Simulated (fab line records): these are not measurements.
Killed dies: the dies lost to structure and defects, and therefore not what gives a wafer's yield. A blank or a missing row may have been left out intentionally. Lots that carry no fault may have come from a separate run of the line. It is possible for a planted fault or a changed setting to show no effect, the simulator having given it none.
Struck lot and sound lot, side by side ; flow n5-finfet ; 23 out of 1938 route steps
Sound: wafers L947.1, L947.4, L947.5. Struck: wafers L946.2, L946.3, L946.6. Last of all comes the cause.
Order at every step that has rows: each side's tool, ch and its chambers, its first start. Under that, the readings that differ: sound wafers ; struck wafers ; difference of the means ; sigmas: that difference in standard deviations of wafers without a fault.
alike: same words and numbers on both sides, and readings whose means sit less than 2 such deviations apart. not compared: any withheld reading, any reading some wafer has no value for, any bound like >300 that may hide the same value, and any number with overlapping values for which the record gives no deviation.
The two part at a step that has a row with sigmas, a row that says differs or no value, or rows on one side only. When numbers do not overlap yet have no deviation, they are printed without sigmas and do not part them. Lack of a reading on every wafer of one side parts them only where that side has two or more wafers.

first, 11 steps without rows for these wafers: N5_FIN_SAQP_MANDREL_ETCH_58 (etches a-Si in HBr/Cl2, stops on SiNx, target depth 45 nm, bt time 10 s, time 27 s); N5_FIN_SAQP_RECESS_63 (chemistry HF/NH3, target SiO2, target depth 18 nm, afs cycles 3, sublimation time 60 s); N5_FIN_SAQP_COAT_68 (time 60 s, resist thk 100 nm); N5_FIN_SAQP_ETCH_69 (etches SOC in N2/H2, stops on SiNx, target depth 150 nm); N5_FIN_SAQP_ETCH_67 (etches SiNx in CH3F/O2, target depth 30 nm); N5_FIN_SAQP_STRIP_70 (strips in N2/H2); N5_FIN_SAQP_RECESS_71 (chemistry HF/NH3, target SiO2, target depth 3 nm, afs cycles 1, sublimation time 60 s); N5_FIN_SAQP_SPACER2_ALD_28 (deposits SiO2, target thk 8.1 nm, pulse time 1 s, purge time 2 s); N5_FIN_SAQP_SPACER2_ETCHBACK_29 (etches SiO2 in CHF3/O2, target depth 12.2 nm, time 6.1 s); N5_FIN_SAQP_MANDREL2_REMOVE_60 (chemistry HBr/Cl2/O2, target a-Si, stops on SiNx, bt time 10 s); N5_FIN_SAQP_HM_OPEN_33 (chemistry CH3F/O2, target SiNx, target depth 49.4 nm, time 70.6 s).
N5_FIN_SAQP_ETCH_34: etches SiO2 in C4F6/O2, target depth 45 nm, time 15 s.
  sound on rie-diel-02 ch 0,2,3, day 4 17:25; struck on rie-diel-02 ch 0,1, day 4 08:02
  no value came back on the struck wafers for any of 10 readings (C4F6_flow_sccm (sccm), O2_flow_sccm (sccm) and others); on the sound wafers C4F6_flow_sccm (sccm) reads 10.00 9.96 10.03
reading;sound;struck;difference;sigmas
model.SiNx_of_FIN_SAQP_HM_DEP_03.thk-nm (nm);34.6 34 34.8;37.6 37.4 38.2;+3.3;
  not compared: rf-hours-counter-h
then, 1 step without rows for these wafers: N5_FIN_SAQP_STRIP_77 (strips in N2/H2, time 90 s).
N5_FIN_SAQP_HM_CD_35: target cd 8 nm.
  sound on cd-sem-02 at day 4 17:33; struck on cd-sem-02 at day 4 08:11
reading;sound;struck;difference;sigmas
cd-nm (nm);8.23 8.42 8.42;- - -;no value on the struck wafers;
then, 2 steps without rows for these wafers: N5_FIN_SAQP_ETCH_64 (etches SiO2 in CF4, target depth 1.5 nm); N5_FIN_SAQP_FIN_ETCH_36 (etches the open film in HBr/Cl2/O2, target depth 120 nm, time 50.4 s).
N5_FIN_SAQP_CD_MEAS_37: target cd 8 nm.
  sound on cd-sem-02 at day 4 17:44; struck on cd-sem-01 at day 4 08:22
reading;sound;struck;difference;sigmas
cd-nm (nm);7.74 8.24 8.62;- - -;no value on the struck wafers;
then, 1 step without rows for these wafers: N5_FIN_SAQP_PRECLEAN_38 (cleans in O3/DIW, time 45 s).
N5_FIN_SAQP_PRECLEAN_45: cleans in dHF, time 10 s.
  sound on wet-bench-01 ch 0,4,7, day 4 17:48; struck on wet-bench-01 ch 4,5,7, day 4 08:25
reading;sound;struck;difference;sigmas
model.SiNx_of_FIN_SAQP_HM_DEP_03.thk-nm (nm);21 20.6 21.2;23.8 24.2 25;+3.4;
then, 1 step without rows for these wafers: N5_FIN_SAQP_SRD_39 (time 30 s).
N5_FIN_SAQP_OCD_MEAS_76:
  sound on ocd-01 at day 4 17:50; struck on ocd-02 at day 4 08:28
reading;sound;struck;difference;sigmas
trench-depth-nm (nm);120.0 119.0 122.0;0.1 0 0;-120.3;-80
N5_BEOL_M4_RC_MEAS_101:
  the record has rows for the sound wafers here (prober-02 ch 0, day 10 09:26) and none for the struck ones
-- here the record skips 11 days between the struck wafers' starts before and after, leaving off in module BEOL_M4 and picking up in module PASSIVATION (first step shown: number 1936 of the route) --
N5_PASSIVATION_PROBE_49:
  the record has rows for the struck wafers here (prober-02, day 15 02:40) and none for the sound ones

== WHERE THEY PART ==
Earliest at N5_FIN_SAQP_ETCH_34; latest, in this record, at N5_PASSIVATION_PROBE_49.

WHY: what the simulator had put in
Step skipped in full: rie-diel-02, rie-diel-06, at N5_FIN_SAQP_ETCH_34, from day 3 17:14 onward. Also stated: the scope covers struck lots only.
